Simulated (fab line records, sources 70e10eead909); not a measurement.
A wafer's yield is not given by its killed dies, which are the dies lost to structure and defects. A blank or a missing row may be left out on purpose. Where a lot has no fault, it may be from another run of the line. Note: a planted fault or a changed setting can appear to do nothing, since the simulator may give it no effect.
fab line records | flow nand-harc
[record] lots = 5 | wafers = 15 | last-day = 32
route steps=1302 shown A_CONTACT@1036 END@1302
lots with no fault: from the same line, run without faults
start-h: the number of hours between the record's first day and the start of the first shown wafer of the lot | wait-h: hours elapsed since this lot's preceding step | " repeats the value in the row above | L1.1+2: a row that stands for several wafers | - no value, or no start given | * or withheld: withheld | < > ~ a bound
route shown NAME@n: a module of which the file shows steps, and the number in the route of the first | usual: mean/standard deviation of fault-free wafers | same: alike in all rows | chamber/n: place in a boat | sites: per-site readings | _std_site: the standard deviation of these | _edge_site: mean of outer sites minus mean of inner sites | radius-mm: for every site, how far away it sits from the centre of the wafer | mask NAME#n: copy n | behind: tool/chamber where the wafer was last shaped | hold: what put the lot on hold/how long, in hours/how the hold closed | device: transistor that didn't switch, given as n, p or np | end of line: the tests these same wafers got at the end of their route | for a step that has no rows: nothing shown but its recipe | killed: dies that structure and defects cost at the first sort, which is not the same as the wafer's yield | map: shows each die of a wafer: x if killed, . if not, _ if none is there
set.NAME: the setting that was run; set.NAME@STEP: the one run at that earlier step | model.NAME: the simulator's own value behind a step, which no gauge read
lots at some steps of the route; a table a step, a row a wafer
services: from which hour (start-h, from the record's first day; less than 0 if before it) a tool's chamber was out of use, for how many hours, and why
[[steps]]
[step NHARC_A_CONTACT_EXPOSE_66]
[recipe] na = 1.35 | sigma-outer = 0.8 | dose-mj = 59.02 | mask-id = A_CC_2
[step NHARC_A_CONTACT_PEB_67]
[recipe] peb-temp-c = 100 | peb-time-s = 65
[step NHARC_A_CONTACT_DEVELOP_68]
[recipe] develop-time-s = 35 | dev-temp-c = 23
[step NHARC_A_CONTACT_CD_MEAS_69]
[recipe] target-cd-nm = 300 | landing-energy-ev = 500
[usual] cd-nm = 300.2/0.59
lot.wafer | tool      | chamber | start-h | wait-h | cd-nm
L577.1    | cd-sem-03 | 0       | 581.35  | -      | 300.3
L577.3    | "         | 0       | "       | "      | 300.1
L577.6    | "         | 0       | "       | "      | 299.1
L584.1    | cd-sem-01 | 0       | 650.05  | -      | 300.4
L584.2    | "         | 0       | "       | "      | 299.9
L584.3    | "         | 0       | "       | "      | 300.8
L588.1    | cd-sem-01 | 0       | 692.86  | -      | 299.9
L588.4    | "         | 0       | "       | "      | 300.5
L588.5    | "         | 0       | "       | "      | 299.9
L590.1    | cd-sem-01 | 0       | 699.76  | -      | 300.6
L590.4    | "         | 0       | "       | "      | 301.7
L590.6    | "         | 0       | "       | "      | 299.8
L589.2    | cd-sem-01 | 0       | 700.62  | -      | 300.8
L589.5    | "         | 0       | "       | "      | 299.6
L589.6    | "         | 0       | "       | "      | 299.3
[step NHARC_A_CONTACT_OVL_MEAS_70]
[usual] overlay-x-nm = 0.0/0.92 | overlay-y-nm = -0.1/0.85
lot.wafer | tool       | chamber | start-h | wait-h | overlay-x-nm | overlay-y-nm
L577.1    | overlay-01 | -       | 581.44  | -      | -0.2         | 0.8
L577.3    | "          | -       | "       | "      | 0.0          | 0.7
L577.6    | "          | -       | "       | "      | 0.3          | 0.8
L584.1    | overlay-02 | -       | 650.14  | -      | 0.4          | 0.0
L584.2    | "          | -       | "       | "      | -0.3         | -0.7
L584.3    | "          | -       | "       | "      | 0.1          | -0.4
L588.1    | overlay-01 | -       | 692.95  | -      | -0.3         | -0.7
L588.4    | "          | -       | "       | "      | -0.3         | 0.2
L588.5    | "          | -       | "       | "      | -0.4         | -0.9
L590.1    | overlay-02 | -       | 699.85  | -      | -0.1         | -0.7
L590.4    | "          | -       | "       | "      | -0.1         | -0.5
L590.6    | "          | -       | "       | "      | -0.3         | -1.1
L589.2    | overlay-01 | -       | 700.70  | -      | -0.6         | 0.1
L589.5    | "          | -       | "       | "      | -0.2         | 0.6
L589.6    | "          | -       | "       | "      | -0.1         | 0.7
[step NHARC_A_CONTACT_INSPECT_71]
[usual] raw-defect-count = 87/29
lot.wafer | tool              | chamber | start-h | wait-h | raw-defect-count
L577.1    | defect-inspect-01 | -       | 581.48  | 0.0    | 81
L577.3    | "                 | -       | "       | "      | 94
L577.6    | "                 | -       | "       | "      | 69
L584.1    | defect-inspect-02 | -       | 650.17  | 0.0    | 112
L584.2    | "                 | -       | "       | "      | 111
L584.3    | "                 | -       | "       | "      | 110
L588.1    | defect-inspect-02 | -       | 692.99  | 0.0    | 66
L588.4    | "                 | -       | "       | "      | 67
L588.5    | "                 | -       | "       | "      | 70
L590.1    | defect-inspect-02 | -       | 699.89  | 0.0    | 58
L590.4    | "                 | -       | "       | "      | 47
L590.6    | "                 | -       | "       | "      | 57
L589.2    | defect-inspect-02 | -       | 700.74  | 0.0    | 139
L589.5    | "                 | -       | "       | "      | 132
L589.6    | "                 | -       | "       | "      | 130
[step NHARC_A_CONTACT_DESCUM_74]
[recipe] time-s = 3 | o2-flow-sccm = 200 | ar-flow-sccm = 0 | bias-power-w = 0 | chemistry = O2
[usual] drypump-motor-current-A = 5.6/0.49 | oes-product-au = 1.003/0.013 | rf-vpp-V = 57.9/0.96 | showerhead-plenum-p-Torr = 1.94/0.078 | throttle-valve-pct = 11.311/0.0082
[same] bias-power-w = 0
lot.wafer | tool        | chamber | start-h | wait-h | drypump-motor-current-A | oes-product-au | rf-hours-counter-h | rf-vpp-V | showerhead-plenum-p-Torr | throttle-valve-pct
L577.3    | rie-diel-04 | 3       | 581.54  | 0.1    | 5.2                     | 1.001          | 7                  | 57.1     | 1.85                     | 11.316
L577.1    | "           | 0       | "       | "      | 5.5                     | 1.006          | 8                  | 57.8     | 1.98                     | 11.295
L577.6    | "           | 0       | "       | "      | 5.5                     | 1.002          | -                  | 57.2     | 1.98                     | 11.309
L584.2    | rie-diel-01 | 1       | 650.23  | 0.1    | 5.3                     | 0.979          | 23                 | 59.2     | 2.05                     | 11.312
L584.3    | "           | 2       | "       | "      | 6.7                     | 1.022          | 25                 | 59.4     | 2.01                     | 11.303
L584.1    | "           | 0       | "       | "      | 5.8                     | 1.011          | 27                 | 58.7     | 1.96                     | 11.299
L588.4    | rie-diel-04 | 1       | 693.05  | 0.1    | 6.0                     | 0.995          | 31                 | 58.6     | 1.87                     | 11.305
L588.1    | "           | 3       | "       | "      | 5.2                     | 0.980          | 25                 | 56.4     | 1.84                     | 11.306
L588.5    | "           | 1       | "       | "      | 5.9                     | 0.994          | -                  | 57.2     | 1.87                     | 11.312
L590.4    | rie-diel-04 | 1       | 699.97  | 0.1    | 6.0                     | 1.004          | 32                 | 56.9     | 1.87                     | 11.316
L590.1    | "           | 2       | "       | "      | 6.1                     | 1.015          | 30                 | 57.0     | 2.02                     | 11.298
L590.6    | "           | 3       | "       | "      | 5.2                     | 0.990          | -                  | 56.8     | 1.84                     | 11.319
L589.2    | rie-diel-11 | 0       | 700.82  | 0.1    | 4.7                     | 0.999          | 33                 | 59.4     | 1.85                     | 11.310
L589.5    | "           | 1       | "       | "      | 4.9                     | 1.006          | -                  | 57.1     | 2.05                     | 11.310
L589.6    | "           | 2       | "       | "      | 6.0                     | 0.998          | -                  | 59.3     | 1.88                     | 11.312
[step NHARC_A_CONTACT_ETCH_75]
[recipe] target-depth-a = 390 | over-etch-frac = 0.3 | time-s = 65 | ion-energy-ev = 80 | cf4-flow-sccm = 150 | ar-flow-sccm = 0 | rf-w = 300 | bias-w = 100 | chemistry = CF4
[step NHARC_A_CONTACT_ETCH_76]
[recipe] target-depth-a = 2600 | over-etch-frac = 0.3 | time-s = 475.3 | ion-energy-ev = 200 | n2-flow-sccm = 150 | h2-flow-sccm = 150 | ar-flow-sccm = 0 | rf-w = 400 | bias-w = 150 | chemistry = N2/H2
[step NHARC_A_CONTACT_ETCH_77]
[recipe] target-depth-a = 1089 | time-s = 54.5 | cf4-flow-sccm = 100 | chf3-flow-sccm = 30 | ar-flow-sccm = 0 | rf-w = 500 | bias-w = 200 | chemistry = CF4/CHF3
[usual] drypump-motor-current-A = 5.6/0.49 | oes-product-au = 0.939/0.026 | rf-vpp-V = 371.3/2.2 | showerhead-plenum-p-Torr = 1.59/0.061 | throttle-valve-pct = 16.802/0.0089
lot.wafer | tool        | chamber | start-h | wait-h | drypump-motor-current-A | oes-product-au | rf-hours-counter-h | rf-vpp-V | showerhead-plenum-p-Torr | throttle-valve-pct
L577.1    | rie-diel-04 | 0       | -       | -      | 5.5                     | 0.929          | 8                  | 371.7    | 1.63                     | 16.806
L577.3    | "           | 1       | "       | "      | 6.0                     | 0.922          | 8                  | 369.2    | 1.54                     | 16.804
L577.6    | "           | 0       | "       | "      | 5.5                     | 0.930          | -                  | 372.3    | 1.63                     | 16.804
L584.2    | rie-diel-01 | 1       | -       | -      | 5.2                     | 0.912          | 23                 | 373.2    | 1.68                     | 16.785
L584.1    | "           | 2       | "       | "      | 6.7                     | 0.930          | 26                 | 374.8    | 1.65                     | 16.792
L584.3    | "           | 0       | "       | "      | 5.8                     | 0.928          | 28                 | 372.4    | 1.61                     | 16.793
L588.4    | rie-diel-04 | 2       | -       | -      | 6.1                     | 0.929          | 30                 | 374.3    | 1.65                     | 16.797
L588.1    | "           | 0       | "       | "      | 5.5                     | 0.927          | 30                 | 371.3    | 1.62                     | 16.802
L588.5    | "           | 2       | "       | "      | 6.1                     | 0.932          | -                  | 373.7    | 1.66                     | 16.800
L590.4    | rie-diel-04 | 0       | -       | -      | 5.5                     | 0.933          | 31                 | 371.9    | 1.62                     | 16.792
L590.1    | "           | 1       | "       | "      | 5.9                     | 0.934          | 33                 | 369.9    | 1.54                     | 16.808
L590.6    | "           | 2       | "       | "      | 6.1                     | 0.938          | -                  | 372.1    | 1.65                     | 16.810
L589.2    | rie-diel-11 | 3       | -       | -      | 5.5                     | 0.991          | 29                 | 368.6    | 1.52                     | 16.802
L589.5    | "           | 0       | "       | "      | 4.7                     | 0.974          | -                  | 368.9    | 1.52                     | 16.802
L589.6    | "           | 1       | "       | "      | 4.9                     | 0.957          | -                  | 374.8    | 1.68                     | 16.806
[step NHARC_A_CONTACT_ETCH_78]
[recipe] target-depth-a = 53000 | over-etch-frac = 0.3 | time-s = 1378 | ion-energy-ev = 150 | o2-flow-sccm = 400 | cos-flow-sccm = 20 | ar-flow-sccm = 0 | rf-w = 500 | bias-w = 300 | chemistry = O2/COS
[step NHARC_A_CONTACT_ETCH_124]
[recipe] source-w = withheld | pressure-mtorr = 20 | bias-v = withheld | time-s = 140 | target-depth-a = 7000 | ar-flow-sccm = withheld | c4f8-flow-sccm = withheld | o2-flow-sccm = withheld | chemistry = C4F8/O2/Ar
[step NHARC_A_CONTACT_ETCH_125]
[recipe] source-w = withheld | pressure-mtorr = 20 | bias-v = 3000 | time-s = 197 | target-depth-a = 19180 | ar-flow-sccm = withheld | c4f8-flow-sccm = withheld | o2-flow-sccm = withheld | chemistry = C4F8/O2/Ar
lot.wafer | tool            | chamber | start-h | wait-h | rf-hours-counter-h
L577.1    | har-cap-etch-02 | 0       | 583.28  | 0.2    | 103
L577.3    | "               | 1       | "       | "      | -
L577.6    | "               | 0       | "       | "      | -
L584.2    | har-cap-etch-01 | 0       | 652.36  | 0.2    | 29
L584.1    | "               | 1       | "       | "      | 29
L584.3    | "               | 0       | "       | "      | -
L588.1    | har-cap-etch-02 | 0       | 694.82  | 0.2    | 126
L588.4    | "               | 1       | "       | "      | -
L588.5    | "               | 0       | "       | "      | -
L590.1    | har-cap-etch-01 | 0       | 701.69  | 0.2    | 39
L590.4    | "               | 0       | "       | "      | -
L590.6    | "               | 0       | "       | "      | -
L589.2    | har-cap-etch-03 | 0       | 702.57  | 0.2    | 76
L589.6    | "               | 1       | "       | "      | -
L589.5    | "               | 0       | "       | "      | -
[step NHARC_A_CONTACT_ETCH_126]
[recipe] source-w = withheld | pressure-mtorr = 20 | bias-v = 3000 | time-s = 197 | target-depth-a = 19180 | ar-flow-sccm = withheld | c4f8-flow-sccm = withheld | o2-flow-sccm = withheld | chemistry = C4F8/O2/Ar
lot.wafer | tool            | chamber | start-h | wait-h | rf-hours-counter-h
L577.1    | har-cap-etch-02 | 0       | 583.46  | 0.1    | 103
L577.3    | "               | 1       | "       | "      | -
L577.6    | "               | 0       | "       | "      | -
L584.2    | har-cap-etch-01 | 0       | 652.54  | 0.1    | 29
L584.1    | "               | 1       | "       | "      | 29
L584.3    | "               | 0       | "       | "      | -
L588.1    | har-cap-etch-02 | 0       | 695.00  | 0.1    | 126
L588.4    | "               | 1       | "       | "      | -
L588.5    | "               | 0       | "       | "      | -
L590.1    | har-cap-etch-01 | 0       | 701.87  | 0.1    | 40
L590.4    | "               | 0       | "       | "      | -
L590.6    | "               | 0       | "       | "      | -
L589.2    | har-cap-etch-03 | 0       | 702.75  | 0.1    | 76
L589.6    | "               | 1       | "       | "      | -
L589.5    | "               | 0       | "       | "      | -
[step NHARC_A_CONTACT_ETCH_127]
[recipe] source-w = withheld | pressure-mtorr = 20 | bias-v = 3000 | time-s = 197 | target-depth-a = 19180 | ar-flow-sccm = withheld | c4f8-flow-sccm = withheld | o2-flow-sccm = withheld | chemistry = C4F8/O2/Ar
[step NHARC_A_CONTACT_ETCH_128]
[recipe] source-w = withheld | pressure-mtorr = 20 | bias-v = 3000 | time-s = 197 | target-depth-a = 19180 | ar-flow-sccm = withheld | c4f8-flow-sccm = withheld | o2-flow-sccm = withheld | chemistry = C4F8/O2/Ar
[step NHARC_A_CONTACT_ETCH_129]
[recipe] source-w = withheld | pressure-mtorr = 20 | bias-v = 3000 | time-s = 197 | target-depth-a = 19180 | ar-flow-sccm = withheld | c4f8-flow-sccm = withheld | o2-flow-sccm = withheld | chemistry = C4F8/O2/Ar
[step NHARC_A_CONTACT_ETCH_130]
[recipe] source-w = withheld | pressure-mtorr = 20 | bias-v = 3000 | time-s = 197 | target-depth-a = 19180 | ar-flow-sccm = withheld | c4f8-flow-sccm = withheld | o2-flow-sccm = withheld | chemistry = C4F8/O2/Ar
lot.wafer | tool            | chamber | start-h | wait-h | rf-hours-counter-h
L577.1    | har-cap-etch-02 | 0       | 584.17  | 0.1    | 104
L577.3    | "               | 1       | "       | "      | -
L577.6    | "               | 0       | "       | "      | -
L584.2    | har-cap-etch-01 | 0       | 653.24  | 0.1    | 30
L584.1    | "               | 1       | "       | "      | 30
L584.3    | "               | 0       | "       | "      | -
L588.1    | har-cap-etch-02 | 0       | 695.71  | 0.1    | 127
L588.4    | "               | 1       | "       | "      | -
L588.5    | "               | 0       | "       | "      | -
L590.1    | har-cap-etch-01 | 0       | 702.57  | 0.1    | 40
L590.4    | "               | 0       | "       | "      | -
L590.6    | "               | 0       | "       | "      | -
L589.2    | har-cap-etch-03 | 0       | 703.45  | 0.1    | 77
L589.6    | "               | 1       | "       | "      | -
L589.5    | "               | 0       | "       | "      | -
[step NHARC_A_CONTACT_ETCH_131]
[recipe] source-w = withheld | pressure-mtorr = 20 | bias-v = 3000 | time-s = 197 | target-depth-a = 19180 | ar-flow-sccm = withheld | c4f8-flow-sccm = withheld | o2-flow-sccm = withheld | chemistry = C4F8/O2/Ar
[step NHARC_A_CONTACT_ETCH_132]
[recipe] source-w = withheld | pressure-mtorr = 20 | bias-v = 3000 | time-s = 197 | target-depth-a = 19240 | ar-flow-sccm = withheld | c4f8-flow-sccm = withheld | o2-flow-sccm = withheld | chemistry = C4F8/O2/Ar
lot.wafer | tool            | chamber | start-h | wait-h | rf-hours-counter-h
L577.1    | har-cap-etch-02 | 0       | 584.52  | 0.1    | 104
L577.3    | "               | 1       | "       | "      | -
L577.6    | "               | 0       | "       | "      | -
L584.2    | har-cap-etch-01 | 0       | 653.60  | 0.1    | 30
L584.1    | "               | 1       | "       | "      | 30
L584.3    | "               | 0       | "       | "      | -
L588.1    | har-cap-etch-02 | 0       | 696.07  | 0.2    | 127
L588.4    | "               | 1       | "       | "      | -
L588.5    | "               | 0       | "       | "      | -
L590.1    | har-cap-etch-01 | 0       | 702.93  | 0.1    | 41
L590.4    | "               | 0       | "       | "      | -
L590.6    | "               | 0       | "       | "      | -
L589.2    | har-cap-etch-03 | 0       | 703.80  | 0.1    | 77
L589.6    | "               | 1       | "       | "      | -
L589.5    | "               | 0       | "       | "      | -
[step NHARC_A_CONTACT_ETCH_133]
[recipe] source-w = withheld | pressure-mtorr = 20 | bias-v = 400 | time-s = 374 | target-depth-a = 16100 | ar-flow-sccm = withheld | c4f8-flow-sccm = 11.5 | o2-flow-sccm = 7.2 | chemistry = C4F8/O2/Ar
[step NHARC_A_CONTACT_ETCH_91]
[recipe] target-depth-a = 400 | over-etch-frac = 0.5 | time-s = 85.7 | ion-energy-ev = 120 | ch3f-flow-sccm = 50 | o2-flow-sccm = 30 | ar-flow-sccm = 200 | rf-w = 500 | bias-w = 100 | chemistry = CH3F/O2
[step NHARC_A_CONTACT_ETCH_97]
[recipe] target-depth-a = 200 | over-etch-frac = 0.5 | time-s = 10 | ion-energy-ev = 250 | c4f6-flow-sccm = 25 | o2-flow-sccm = 20 | ar-flow-sccm = 500 | rf-w = 600 | bias-w = 500 | chemistry = C4F6/O2
[step NHARC_A_CONTACT_CD_MEAS_80]
[usual] cd-nm = 289.6/0.9
lot.wafer | tool      | chamber | start-h | wait-h | cd-nm
L577.1    | cd-sem-02 | -       | 585.70  | -      | 289.6
L577.3    | "         | -       | "       | "      | 288.6
L577.6    | "         | -       | "       | "      | 288.8
L584.1    | cd-sem-01 | -       | 654.77  | -      | 289.9
L584.2    | "         | -       | "       | "      | 289.7
L584.3    | "         | -       | "       | "      | 288.8
L588.1    | cd-sem-01 | -       | 697.22  | -      | 289.1
L588.4    | "         | -       | "       | "      | 288.3
L588.5    | "         | -       | "       | "      | 288.8
L590.1    | cd-sem-01 | -       | 704.11  | -      | 288.3
L590.4    | "         | -       | "       | "      | 288.5
L590.6    | "         | -       | "       | "      | 288.7
L589.2    | cd-sem-02 | -       | 704.95  | -      | 288.7
L589.5    | "         | -       | "       | "      | 290.2
L589.6    | "         | -       | "       | "      | 288.8
[step NHARC_A_CONTACT_STRIP_103]
[recipe] n2-flow-sccm = 150 | h2-flow-sccm = 150 | ar-flow-sccm = 0 | bias-w = 0 | chemistry = N2/H2
[step NHARC_A_CONTACT_STRIP_104]
[recipe] cf4-flow-sccm = 100 | chf3-flow-sccm = 30 | ar-flow-sccm = 0 | bias-w = 0 | chemistry = CF4/CHF3
[step NHARC_A_CONTACT_STRIP_105]
[recipe] o2-flow-sccm = 400 | cos-flow-sccm = 20 | ar-flow-sccm = 0 | bias-w = 0 | chemistry = O2/COS
[step NHARC_A_CONTACT_ETCH_106]
[recipe] target-depth-a = 900 | overetch-a = 90 | time-s = 49.5 | ion-energy-ev = 100 | cf4-flow-sccm = 80 | o2-flow-sccm = 20 | ar-flow-sccm = 0 | rf-w = 300 | bias-w = 100 | chemistry = CF4/O2
[step NHARC_A_CONTACT_STRIP_82]
[recipe] o2-flow-sccm = 500 | ar-flow-sccm = 0 | bias-w = 0 | chemistry = O2
[step NHARC_A_CONTACT_STRIP_83]
[recipe] time-s = 600 | temp-c = 30 | chemistry = post-etch-residue-remover
[step NHARC_A_CONTACT_DEP_84]
[recipe] target-thk-a = 28000 | temp-c = 400 | material = aC
[step NHARC_A_CONTACT_DEP_85]
[recipe] target-thk-a = 600 | target-thk-nm = 60 | temp-c = 400 | pressure-torr = 3.5 | flow-sccm = 200 | rf-w = 350 | material = SiON
[step NHARC_A_CONTACT_DEHYDRATE_00]
[recipe] temp-c = 150 | time-s = 120
[step NHARC_A_CONTACT_HMDS_01]
[recipe] time-s = 30
[step NHARC_A_CONTACT_COAT_86]
[recipe] temp-c = 260 | time-s = 75
[step NHARC_A_CONTACT_COAT_87]
[recipe] temp-c = 225 | time-s = 65
[step NHARC_A_CONTACT_COAT_02]
[recipe] spin-rpm = 1500 | resist-thk-nm = 90
[step NHARC_A_CONTACT_SOFTBAKE_03]
[recipe] temp-c = 105 | time-s = 55
[step NHARC_A_CONTACT_EBR_04]
[step NHARC_A_CONTACT_EXPOSE_05]
[recipe] na = 1.35 | sigma-outer = 0.8 | dose-mj = 84.24 | mask-id = A_CC
[step NHARC_A_CONTACT_PEB_06]
[recipe] peb-temp-c = 100 | peb-time-s = 65
[step NHARC_A_CONTACT_DEVELOP_07]
[recipe] develop-time-s = 35 | dev-temp-c = 23
[step NHARC_END_SORT_01]
[recipe] temp-c = 25
[usual] killed-at-array = 54/12 | killed-at-other = 0.7/1.1 | killed-at-periphery = 3.9/2.8 | killed-dies = 59/13 | killed-open = 3.4/2 | killed-short = 2.5/1.7
[same] gross-dies = 677
lot.wafer | tool      | chamber | start-h | wait-h | killed-at-array | killed-at-other | killed-at-periphery | killed-dies | killed-open | killed-short
L577.1    | prober-02 | 0       | 638.72  | 2.5    | 126             | 0               | 1                   | 127         | 4           | 2
L577.6    | prober-02 | 0       | 642.75  | 4.0    | 127             | 0               | 2                   | 129         | 4           | 2
// killed by level:class
L577.1 A_CONTACT:unspecified=71 A_CHANNEL_HOLE_D1:chamber-film-flake=29 A_CHANNEL_HOLE_D2:chamber-film-flake=11 A_CHANNEL_FILL_D1:chamber-film-flake=2 A_SLIT:chamber-film-flake=2 A_WL_FILL:chamber-film-flake=2 A_CONTACT:chamber-film-flake=2 P_M0:geometric-particle:open=1
L577.6 A_CONTACT:unspecified=78 A_CHANNEL_HOLE_D1:chamber-film-flake=27 A_CHANNEL_HOLE_D2:chamber-film-flake=13 A_CHANNEL_FILL_D2:geometric-particle:short=2 A_STAIRCASE:chamber-film-flake=2 A_SOURCE_PLATE:geometric-particle:open=1 A_CHANNEL_FILL_D2:geometric-particle:open=1 A_CONTACT:geometric-particle:open=1
// map L577.6 (x killed, . not)
____________.____________
_________......._________
_______..........._______
______.............______
_____.........x....._____
____.................____
____.................____
___...................___
___...................___
__..................x..__
__x....................__
_xx............x.......x_
_..x...................._
_.xxx.................xx_
_.x.x.........x......x.._
_x.x...............xxxxx_
..xx..................xxx
.......xx.........x..xxxx
......x.............x.xxx
...x..xx..x...........x..
...x.xxxx..x..........xxx
_.....xxxxx...........x._
_....xxxxxxx...........x_
_....xxxxxxxx.........xx_
_..xxxxxxxxxx..........._
_...xxxxxxxx............_
__..xxxxxxxx..........x__
__..x.xxxxx.xx.........__
___...xxxxx...........___
___..x..x.xx......x...___
____......x........x.____
____.x...x...........____
_____..x............_____
______.............______
_______..........._______
_________......._________
____________.____________
// map L588.5 (x killed, . not)
____________.____________
_________......._________
_______.......x..._______
______x............______
_____..............._____
____.................____
____..............x..____
___x..................___
___x..................___
__.....................__
__x....xxx.............__
_x......................_
_x....x................x_
_...x..................._
_x.x.x..............x..._
_......................._
............x............
..............x..........
.......................x.
.........x...............
...........x.............
_......................._
_......x.......x........_
_......................._
_........x.............._
_..............x....xx.._
__..............x.xx..x__
__......x.....x...xxxxx__
___................xxx___
___...............xxxx___
____...............xx____
____xx..x...........x____
_____.xx.....x..x.xx_____
______x..........x.______
_______..........x_______
_________......._________
____________.____________
[[services]]
tool            | chamber | start-h | hours | kind
rie-diel-01     | -       | 559.14  | 9.0   | pm
rie-diel-04     | 0       | 566.32  | -     | clean
rie-diel-04     | 1       | 566.32  | -     | clean
rie-diel-04     | 2       | 566.32  | -     | clean
rie-diel-04     | 3       | 566.32  | -     | clean
rie-diel-04     | 0       | 590.82  | -     | clean
rie-diel-04     | 1       | 590.82  | -     | clean
rie-diel-04     | 2       | 590.82  | -     | clean
rie-diel-04     | 3       | 590.82  | -     | clean
rie-diel-04     | 3       | 593.28  | 13.2  | repair
rie-diel-11     | -       | 611.35  | 9.0   | pm
rie-diel-04     | 0       | 615.32  | -     | clean
rie-diel-04     | 1       | 615.32  | -     | clean
rie-diel-04     | 2       | 615.32  | -     | clean
rie-diel-04     | 3       | 615.32  | -     | clean
har-cap-etch-02 | -       | 629.71  | 0.5   | repair
rie-diel-04     | 0       | 636.13  | 3.6   | repair
rie-diel-04     | 0       | 640.28  | -     | clean
rie-diel-04     | 1       | 640.28  | -     | clean
rie-diel-04     | 2       | 640.28  | -     | clean
rie-diel-04     | 3       | 640.28  | -     | clean
rie-diel-01     | 3       | 649.53  | 15.0  | repair
rie-diel-01     | 0       | 670.29  | 4.2   | repair
rie-diel-11     | 3       | 671.47  | 6.9   | repair
[[key]]
[first-sign] step = NHARC_END_SORT_01 | reading = killed-at-array | direction = up | sigmas = 5.9 | usual = 54 | struck = 126
[effect] step = NHARC_END_SORT_01 | reading = killed-dies | direction = up | sigmas = 5.5 | usual = 59 | struck = 128
[more-kills-born-at] NHARC_A_CONTACT_ETCH_125@har-cap-etch-02 = 143
met-at NHARC_A_CONTACT_ETCH_125
struck-wafers L577.1,L577.6
tester-left-out L577
[fault] kind = chamber-particle-source | tool = har-cap-etch-02 | chamber = 0 | onset-h = 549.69 | steps = NHARC_A_CONTACT_ETCH_125 | rate-per-visit-cm2 = 0.49407 | end-h = 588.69
// tester-left-out: of these lots the tester's yield and bins aren't shown, on N5 and GAA mostly nor the transistor test; their killed dies are dies lost to structure and defects alone, not to doping, threshold or leakage, so they don't give the yield
